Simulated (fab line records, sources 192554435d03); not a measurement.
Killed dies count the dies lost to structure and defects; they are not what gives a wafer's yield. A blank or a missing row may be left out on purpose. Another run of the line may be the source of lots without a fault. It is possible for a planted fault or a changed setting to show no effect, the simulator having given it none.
Which tool did it? / flow n5-finfet / 9 lots with 27 wafers sampled at 5 steps, on a route of 1938 steps

WHAT THE GAUGES SHOWED, per wafer
N5_BEOL_M4_RC_MEAS_101. Usual: DIBL_N 36.1 mV/V, standard deviation 2.3; DIBL_P 36 mV/V, standard deviation 3.2; IOFF_N 0.16 nA/um, standard deviation 0.045; IOFF_P 0.21 nA/um, standard deviation 0.049; ION_N 674 uA/um, standard deviation 14; ION_P 462 uA/um, standard deviation 8.4; SS_N 71.6 mV/dec, standard deviation 0.83; SS_P 73.2 mV/dec, standard deviation 0.87; VT_N 249 mV, standard deviation 3.8; VT_P -250 mV, standard deviation 3.4.
lot=L828; measured=day 10 20:59; on=prober-02; DIBL_N (mV/V)=35.1 39.1 37.9; DIBL_P (mV/V)=34 39 37; IOFF_N (nA/um)=0.13 0.20 0.18; IOFF_P (nA/um)=0.21 0.28 0.25; ION_N (uA/um)=659 675 673; ION_P (uA/um)=461 466 465; SS_N (mV/dec)=70.7 72.3 71.7; SS_P (mV/dec)=72.9 73.6 73.7; VT_N (mV)=250 248 248; VT_P (mV)=-249 -246 -245; flag=
lot=L834; measured=day 12 13:42; on=prober-02; DIBL_N (mV/V)=35.9 31.9 35.3; DIBL_P (mV/V)=36 31 34; IOFF_N (nA/um)=0.16 0.10 0.16; IOFF_P (nA/um)=0.18 0.13 0.17; ION_N (uA/um)=671 663 670; ION_P (uA/um)=449 451 453; SS_N (mV/dec)=71.5 69.7 70.8; SS_P (mV/dec)=74.0 72.0 72.7; VT_N (mV)=248 252 246; VT_P (mV)=-250 -256 -255; flag=
lot=L833; measured=day 13 01:20; on=prober-02; DIBL_N (mV/V)=37.0 38.4 36.7; DIBL_P (mV/V)=38 39 37; IOFF_N (nA/um)=0.19 0.20 0.19; IOFF_P (nA/um)=0.25 0.25 0.23; ION_N (uA/um)=671 679 683; ION_P (uA/um)=455 465 464; SS_N (mV/dec)=72.0 72.7 72.6; SS_P (mV/dec)=73.9 74.4 73.6; VT_N (mV)=246 249 250; VT_P (mV)=-247 -249 -249; flag=
lot=L836; measured=day 12 22:52; on=prober-02; DIBL_N (mV/V)=34.9 36.0 34.8; DIBL_P (mV/V)=34 36 33; IOFF_N (nA/um)=0.12 0.14 0.12; IOFF_P (nA/um)=0.15 0.19 0.15; ION_N (uA/um)=652 668 645; ION_P (uA/um)=444 456 439; SS_N (mV/dec)=70.7 71.9 70.9; SS_P (mV/dec)=71.9 73.5 72.9; VT_N (mV)=253 251 254; VT_P (mV)=-255 -255 -257; flag=
lot=L838; measured=day 13 15:51; on=prober-01; DIBL_N (mV/V)=33.8 34.2 34.2; DIBL_P (mV/V)=34 34 34; IOFF_N (nA/um)=0.16 0.14 0.15; IOFF_P (nA/um)=0.22 0.21 0.21; ION_N (uA/um)=667 662 684; ION_P (uA/um)=462 460 474; SS_N (mV/dec)=71.5 71.5 71.1; SS_P (mV/dec)=73.0 72.4 73.1; VT_N (mV)=248 250 248; VT_P (mV)=-248 -249 -249; flag=
lot=L840; measured=day 13 09:17; on=prober-02; DIBL_N (mV/V)=34.9 35.4 34.2; DIBL_P (mV/V)=35 33 33; IOFF_N (nA/um)=0.13 0.13 0.11; IOFF_P (nA/um)=0.20 0.17 0.15; ION_N (uA/um)=682 662 648; ION_P (uA/um)=472 458 444; SS_N (mV/dec)=71.0 71.3 70.2; SS_P (mV/dec)=73.2 72.0 72.0; VT_N (mV)=253 251 257; VT_P (mV)=-250 -255 -256; flag=
lot=L844; measured=day 14 17:44; on=prober-01; DIBL_N (mV/V)=31.4 37.2 36.4; DIBL_P (mV/V)=30 36 35; IOFF_N (nA/um)=0.09 0.19 0.16; IOFF_P (nA/um)=0.13 0.20 0.19; ION_N (uA/um)=645 672 668; ION_P (uA/um)=446 462 458; SS_N (mV/dec)=69.8 71.5 71.4; SS_P (mV/dec)=72.4 73.5 73.7; VT_N (mV)=255 247 250; VT_P (mV)=-258 -249 -254; flag=
lot=L847; measured=day 17 04:29; on=prober-01; DIBL_N (mV/V)=35.1 36.6 35.3; DIBL_P (mV/V)=37 38 37; IOFF_N (nA/um)=0.15 0.19 0.15; IOFF_P (nA/um)=0.23 0.23 0.21; ION_N (uA/um)=659 682 665; ION_P (uA/um)=460 457 454; SS_N (mV/dec)=71.3 72.4 71.9; SS_P (mV/dec)=73.8 73.2 73.4; VT_N (mV)=250 248 252; VT_P (mV)=-250 -250 -250; flag=
lot=L848; measured=day 15 22:50; on=prober-02; DIBL_N (mV/V)=37.6 39.2 36.5; DIBL_P (mV/V)=38 41 37; IOFF_N (nA/um)=0.17 0.21 0.15; IOFF_P (nA/um)=0.20 0.28 0.20; ION_N (uA/um)=673 674 675; ION_P (uA/um)=458 466 462; SS_N (mV/dec)=71.3 72.2 71.2; SS_P (mV/dec)=73.8 75.1 73.9; VT_N (mV)=248 249 248; VT_P (mV)=-252 -249 -254; flag=

WHAT TOOL EACH LOT RAN ON (gives the tool, then ch and the chambers of the sampled wafers, and finally the start)
lot=L828; N5_BEOL_M0_SAQP_SPACER1_ALD_98=ald-sin-04 ch 0,1,2, day 5 10:01; N5_BEOL_M0_SAQP_MANDREL_ETCH_103=rie-si-05 ch 0,1,2, day 5 10:52; N5_BEOL_M0_SAQP_ETCH_106=rie-diel-02 ch 0,1,3, day 5 11:24; N5_BEOL_M0_SAQP_COAT_69=litho-track-01 ch 0, day 5 12:29
lot=L834; N5_BEOL_M0_SAQP_SPACER1_ALD_98=ald-sin-01 ch 1,3, day 7 03:16; N5_BEOL_M0_SAQP_MANDREL_ETCH_103=rie-si-05 ch 1,2, day 7 04:07; N5_BEOL_M0_SAQP_ETCH_106=rie-diel-02 ch 0,2,3, day 7 04:39; N5_BEOL_M0_SAQP_COAT_69=litho-track-05 ch 0, day 7 05:44
lot=L833; N5_BEOL_M0_SAQP_SPACER1_ALD_98=ald-sin-04 ch 0,1, day 7 08:29; N5_BEOL_M0_SAQP_MANDREL_ETCH_103=rie-si-05 ch 1,2,3, day 7 09:22; N5_BEOL_M0_SAQP_ETCH_106=rie-diel-02 ch 0,3, day 7 10:07; N5_BEOL_M0_SAQP_COAT_69=litho-track-02 ch 0, day 7 11:46
lot=L836; N5_BEOL_M0_SAQP_SPACER1_ALD_98=ald-sin-04 ch 0,3, day 7 09:07; N5_BEOL_M0_SAQP_MANDREL_ETCH_103=rie-si-02 ch 1,3, day 7 10:14; N5_BEOL_M0_SAQP_ETCH_106=rie-diel-06 ch 1,3, day 7 11:16; N5_BEOL_M0_SAQP_COAT_69=litho-track-05 ch 0, day 7 12:23
lot=L838; N5_BEOL_M0_SAQP_SPACER1_ALD_98=ald-sin-04 ch 1,2, day 8 01:44; N5_BEOL_M0_SAQP_MANDREL_ETCH_103=rie-si-04 ch 0,1,2, day 8 02:35; N5_BEOL_M0_SAQP_ETCH_106=rie-diel-05 ch 0,1, day 8 03:16; N5_BEOL_M0_SAQP_COAT_69=litho-track-05 ch 0, day 8 04:25
lot=L840; N5_BEOL_M0_SAQP_SPACER1_ALD_98=ald-sin-04 ch 0,1,2, day 8 14:42; N5_BEOL_M0_SAQP_MANDREL_ETCH_103=rie-si-04 ch 1,2,3, day 8 15:46; N5_BEOL_M0_SAQP_ETCH_106=rie-diel-05 ch 0,1,2, day 8 16:21; N5_BEOL_M0_SAQP_COAT_69=litho-track-05 ch 0, day 8 17:31
lot=L844; N5_BEOL_M0_SAQP_SPACER1_ALD_98=ald-sin-03 ch 0,1,3, day 9 14:54; N5_BEOL_M0_SAQP_MANDREL_ETCH_103=rie-si-04 ch 1,3, day 9 15:46; N5_BEOL_M0_SAQP_ETCH_106=rie-diel-06 ch 1,2, day 9 16:17; N5_BEOL_M0_SAQP_COAT_69=litho-track-01 ch 0, day 9 17:23
lot=L847; N5_BEOL_M0_SAQP_SPACER1_ALD_98=ald-sin-01 ch 0,2, day 10 04:21; N5_BEOL_M0_SAQP_MANDREL_ETCH_103=rie-si-02 ch 0,1,3, day 10 05:17; N5_BEOL_M0_SAQP_ETCH_106=rie-diel-05 ch 0,2, day 10 05:49; N5_BEOL_M0_SAQP_COAT_69=litho-track-01 ch 0, day 10 06:55
lot=L848; N5_BEOL_M0_SAQP_SPACER1_ALD_98=ald-sin-03 ch 0,2,3, day 10 16:50; N5_BEOL_M0_SAQP_MANDREL_ETCH_103=rie-si-04 ch 0,2,3, day 10 17:41; N5_BEOL_M0_SAQP_ETCH_106=rie-diel-05 ch 0,1,3, day 10 18:13; N5_BEOL_M0_SAQP_COAT_69=litho-track-02 ch 0, day 10 19:18
- N5_BEOL_M0_SAQP_SPACER1_ALD_98: deposits SiO2, target thk 12.8 nm, pulse time 1 s, purge time 2 s.
- N5_BEOL_M0_SAQP_MANDREL_ETCH_103: etches a-Si in HBr/Cl2, stops on SiCN, target depth 45 nm, bt time 10 s, time 27 s.
- N5_BEOL_M0_SAQP_ETCH_106: etches SOC in N2/H2, stops on SiNx, target depth 150 nm.
- N5_BEOL_M0_SAQP_COAT_69: time 60 s, resist thk 90 nm.

AS READ BY THE TOOLS THEMSELVES (means over the sampled wafers that have a number; for cases with no such wafer, the mark the record gives instead)
N5_BEOL_M0_SAQP_SPACER1_ALD_98. Usual: heater-power-w 493 W, standard deviation 33; precursor-pulse-height-rel 1.001, standard deviation 0.02.
lot=L828; tool=ald-sin-04; heater-power-w (W)=512; precursor-pulse-height-rel=0.999; flag=
lot=L834; tool=ald-sin-01; heater-power-w (W)=507; precursor-pulse-height-rel=1.007; flag=
lot=L833; tool=ald-sin-04; heater-power-w (W)=504; precursor-pulse-height-rel=0.998; flag=
lot=L836; tool=ald-sin-04; heater-power-w (W)=476; precursor-pulse-height-rel=1.011; flag=
lot=L838; tool=ald-sin-04; heater-power-w (W)=529; precursor-pulse-height-rel=1.017; flag=
lot=L840; tool=ald-sin-04; heater-power-w (W)=513; precursor-pulse-height-rel=1.001; flag=
lot=L844; tool=ald-sin-03; heater-power-w (W)=511; precursor-pulse-height-rel=1.014; flag=
lot=L847; tool=ald-sin-01; heater-power-w (W)=461; precursor-pulse-height-rel=1.000; flag=
lot=L848; tool=ald-sin-03; heater-power-w (W)=499; precursor-pulse-height-rel=0.968; flag=

N5_BEOL_M0_SAQP_MANDREL_ETCH_103. Usual: chamber-pressure-mTorr 10.000 mTorr, standard deviation 0.0099; drypump-motor-current-A 5.7 A, standard deviation 0.48; oes-product-au 0.678 a.u., standard deviation 0.013; throttle-valve-pct 35.5 %, standard deviation 0.31.
lot=L828; tool=rie-si-05; chamber-pressure-mTorr (mTorr)=9.992; drypump-motor-current-A (A)=5.2; oes-product-au (a.u.)=0.664; throttle-valve-pct (%)=35.6; flag=
lot=L834; tool=rie-si-05; chamber-pressure-mTorr (mTorr)=9.996; drypump-motor-current-A (A)=5.5; oes-product-au (a.u.)=0.663; throttle-valve-pct (%)=35.9; flag=
lot=L833; tool=rie-si-05; chamber-pressure-mTorr (mTorr)=10.019; drypump-motor-current-A (A)=5.4; oes-product-au (a.u.)=0.681; throttle-valve-pct (%)=35.7; flag=
lot=L836; tool=rie-si-02; chamber-pressure-mTorr (mTorr)=10.001; drypump-motor-current-A (A)=6.3; oes-product-au (a.u.)=0.679; throttle-valve-pct (%)=35.6; flag=
lot=L838; tool=rie-si-04; chamber-pressure-mTorr (mTorr)=10.006; drypump-motor-current-A (A)=5.9; oes-product-au (a.u.)=0.671; throttle-valve-pct (%)=35.4; flag=
lot=L840; tool=rie-si-04; chamber-pressure-mTorr (mTorr)=9.995; drypump-motor-current-A (A)=5.7; oes-product-au (a.u.)=0.680; throttle-valve-pct (%)=35.5; flag=
lot=L844; tool=rie-si-04; chamber-pressure-mTorr (mTorr)=9.994; drypump-motor-current-A (A)=5.3; oes-product-au (a.u.)=0.693; throttle-valve-pct (%)=35.4; flag=
lot=L847; tool=rie-si-02; chamber-pressure-mTorr (mTorr)=9.996; drypump-motor-current-A (A)=6.3; oes-product-au (a.u.)=0.675; throttle-valve-pct (%)=35.5; flag=
lot=L848; tool=rie-si-04; chamber-pressure-mTorr (mTorr)=10.008; drypump-motor-current-A (A)=5.8; oes-product-au (a.u.)=0.683; throttle-valve-pct (%)=35.4; flag=

N5_BEOL_M0_SAQP_ETCH_106. Usual: chamber-pressure-mTorr 30.00 mTorr (standard deviation 0.036); drypump-motor-current-A 5.6 A (standard deviation 0.41); n2-flow-sccm 199.9 sccm (standard deviation 0.64); oes-product-au 0.76 a.u. (standard deviation 0.066); rf-vpp-V 241.1 V (standard deviation 1.5); showerhead-plenum-p-Torr 2.57 Torr (standard deviation 0.099); throttle-valve-pct 17.88 % (standard deviation 0.29).
lot=L828; tool=rie-diel-02; chamber-pressure-mTorr (mTorr)=30.00; drypump-motor-current-A (A)=5.7; n2-flow-sccm (sccm)=200.3; oes-product-au (a.u.)=0.78; rf-vpp-V (V)=240.7; showerhead-plenum-p-Torr (Torr)=2.53; throttle-valve-pct (%)=18.07; flag=
lot=L834; tool=rie-diel-02; chamber-pressure-mTorr (mTorr)=30.00; drypump-motor-current-A (A)=5.2; n2-flow-sccm (sccm)=199.8; oes-product-au (a.u.)=0.74; rf-vpp-V (V)=240.6; showerhead-plenum-p-Torr (Torr)=2.51; throttle-valve-pct (%)=18.16; flag=
lot=L833; tool=rie-diel-02; chamber-pressure-mTorr (mTorr)=30.01; drypump-motor-current-A (A)=5.2; n2-flow-sccm (sccm)=200.1; oes-product-au (a.u.)=0.74; rf-vpp-V (V)=238.2; showerhead-plenum-p-Torr (Torr)=2.43; throttle-valve-pct (%)=18.30; flag=
lot=L836; tool=rie-diel-06; chamber-pressure-mTorr (mTorr)=29.98; drypump-motor-current-A (A)=5.7; n2-flow-sccm (sccm)=200.1; oes-product-au (a.u.)=0.77; rf-vpp-V (V)=242.3; showerhead-plenum-p-Torr (Torr)=2.65; throttle-valve-pct (%)=17.59; flag=
lot=L838; tool=rie-diel-05; chamber-pressure-mTorr (mTorr)=30.01; drypump-motor-current-A (A)=5.2; n2-flow-sccm (sccm)=200.4; oes-product-au (a.u.)=0.72; rf-vpp-V (V)=240.8; showerhead-plenum-p-Torr (Torr)=2.50; throttle-valve-pct (%)=17.94; flag=
lot=L840; tool=rie-diel-05; chamber-pressure-mTorr (mTorr)=30.00; drypump-motor-current-A (A)=5.6; n2-flow-sccm (sccm)=199.4; oes-product-au (a.u.)=0.74; rf-vpp-V (V)=240.4; showerhead-plenum-p-Torr (Torr)=2.58; throttle-valve-pct (%)=17.99; flag=
lot=L844; tool=rie-diel-06; chamber-pressure-mTorr (mTorr)=30.00; drypump-motor-current-A (A)=5.6; n2-flow-sccm (sccm)=199.9; oes-product-au (a.u.)=0.74; rf-vpp-V (V)=240.7; showerhead-plenum-p-Torr (Torr)=2.55; throttle-valve-pct (%)=17.64; flag=
lot=L847; tool=rie-diel-05; chamber-pressure-mTorr (mTorr)=30.01; drypump-motor-current-A (A)=5.8; n2-flow-sccm (sccm)=200.4; oes-product-au (a.u.)=0.74; rf-vpp-V (V)=241.5; showerhead-plenum-p-Torr (Torr)=2.59; throttle-valve-pct (%)=17.98; flag=
lot=L848; tool=rie-diel-05; chamber-pressure-mTorr (mTorr)=30.00; drypump-motor-current-A (A)=5.4; n2-flow-sccm (sccm)=199.5; oes-product-au (a.u.)=0.72; rf-vpp-V (V)=239.7; showerhead-plenum-p-Torr (Torr)=2.49; throttle-valve-pct (%)=17.94; flag=

N5_BEOL_M0_SAQP_COAT_69. Usual: spin-speed-rpm reads 1500.0 rpm (standard deviation 1).
lot=L828; tool=litho-track-01; spin-speed-rpm (rpm)=1500.2; flag=
lot=L834; tool=litho-track-05; spin-speed-rpm (rpm)=1499.1; flag=
lot=L833; tool=litho-track-02; spin-speed-rpm (rpm)=1500.4; flag=
lot=L836; tool=litho-track-05; spin-speed-rpm (rpm)=1500.3; flag=
lot=L838; tool=litho-track-05; spin-speed-rpm (rpm)=1617.1; flag=OFF
lot=L840; tool=litho-track-05; spin-speed-rpm (rpm)=1615.8; flag=OFF
lot=L844; tool=litho-track-01; spin-speed-rpm (rpm)=1498.3; flag=
lot=L847; tool=litho-track-01; spin-speed-rpm (rpm)=1500.6; flag=
lot=L848; tool=litho-track-02; spin-speed-rpm (rpm)=1499.7; flag=

THE ANSWER, worked out from the rows above alone
Rule: a lot counts as off when the mean over its wafers that have a number is more than 3 standard deviations away from the usual mean. Also off: a lot with no number at a reading for which 4 or more lots have one. Any other lot the step has rows for is counted as sound. Order of review: gauges by route order, followed by the tools' own readings, for which a lot's mean as printed above is used. At the first step where some lot is off, the reading lying furthest off is the one used; lots without a number count as furthest.
Off, at N5_BEOL_M0_SAQP_COAT_69 on spin-speed-rpm: L838, L840.
If a tool, at that step or one of the process steps before it, ran each lot that is off and ran no sound lot following the first of them, it fits. This does not decide it: 2 tools fit, namely ald-sin-04 at N5_BEOL_M0_SAQP_SPACER1_ALD_98 and litho-track-05 at N5_BEOL_M0_SAQP_COAT_69.

WHAT THE SIMULATOR HAD INSERTED
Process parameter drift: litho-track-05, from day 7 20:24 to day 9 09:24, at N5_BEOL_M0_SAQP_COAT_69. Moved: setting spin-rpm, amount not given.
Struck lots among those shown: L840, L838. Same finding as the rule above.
